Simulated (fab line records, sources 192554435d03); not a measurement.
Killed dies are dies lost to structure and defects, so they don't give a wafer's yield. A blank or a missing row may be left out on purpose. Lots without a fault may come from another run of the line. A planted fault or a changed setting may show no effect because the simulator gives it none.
One fault seen from 2 desks | flow n5_finfet | each desk has only its own numbers; what lay behind them comes last

THE TOOL OWNER'S DESK: litho_track-02
The tool's own readings at N5_BEOL_M12_COAT_04 (resist thk 400 nm): means of the sampled wafers that have a number, for each lot that ran on this tool. A lot is out of limits, marked OUT, if its mean lies more than 4 standard deviations from the usual mean; the brackets give that distance.
Columns: A = dispense_pressure_kPa at N5_BEOL_M12_COAT_04, usual 50.2 kPa; B = spin_speed_rpm at N5_BEOL_M12_COAT_04, usual 1625.1 rpm
lot  | first seen here | A    | B
L756 | day 11 15:34    | 48.7 | 1625.6
L758 | day 12 05:58    | 48.7 | 1625.5
L766 | day 15 14:22    | 48.8 | 1625.2
L767 | day 15 14:32    | 48.8 | 1460.0 (-99 or more) OUT
L768 | day 15 15:58    | 48.8 | 1457.9 (-99 or more) OUT
This desk's finding: out of limits on L767, L768; first on L767, day 15 14:32 (spin_speed_rpm at N5_BEOL_M12_COAT_04). In limits: L756, L758, L766.

THE METROLOGY DESK
What the gauges read, lot by lot, whatever tool the lot ran on: means of the sampled wafers that have a number. A lot is out of limits, marked OUT, if its mean lies more than 4 standard deviations from the usual mean; the brackets give that distance.
Columns: A = M11_RS at N5_BEOL_M11_RS_MEAS_57, usual 0.152 ohm/sq
lot  | first seen here | A
L756 | day 11 15:20    | 0.146
L754 | day 11 22:43    | 0.155
L758 | day 12 05:44    | 0.152
L759 | day 13 20:07    | 0.153
L764 | day 13 22:05    | 0.151
L769 | day 14 19:07    | 0.153
L766 | day 15 14:08    | 0.155
L767 | day 15 14:18    | 0.149
L768 | day 15 15:44    | 0.151
L773 | day 17 08:08    | 0.154
This desk's finding: nothing out of limits on any of the 10 lots.

PUT TOGETHER
The tool owner's desk could have raised an alarm at day 15 14:32, on L767, L768.
The metrology desk saw nothing out of limits.
The metrology desk has L767, L768 on record, within its limits.
Of the lots named, all ran N5_BEOL_M12_COAT_04 on litho_track-02.

WHAT THE SIMULATOR HAD PUT IN
Process parameter drift: litho_track-02, from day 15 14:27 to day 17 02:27, at N5_BEOL_M12_COAT_04. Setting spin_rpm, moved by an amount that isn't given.
Lots struck among those shown: L767, L768.
Hours from the fault's start to each desk's first reading out of limits: the tool owner's desk, 0.
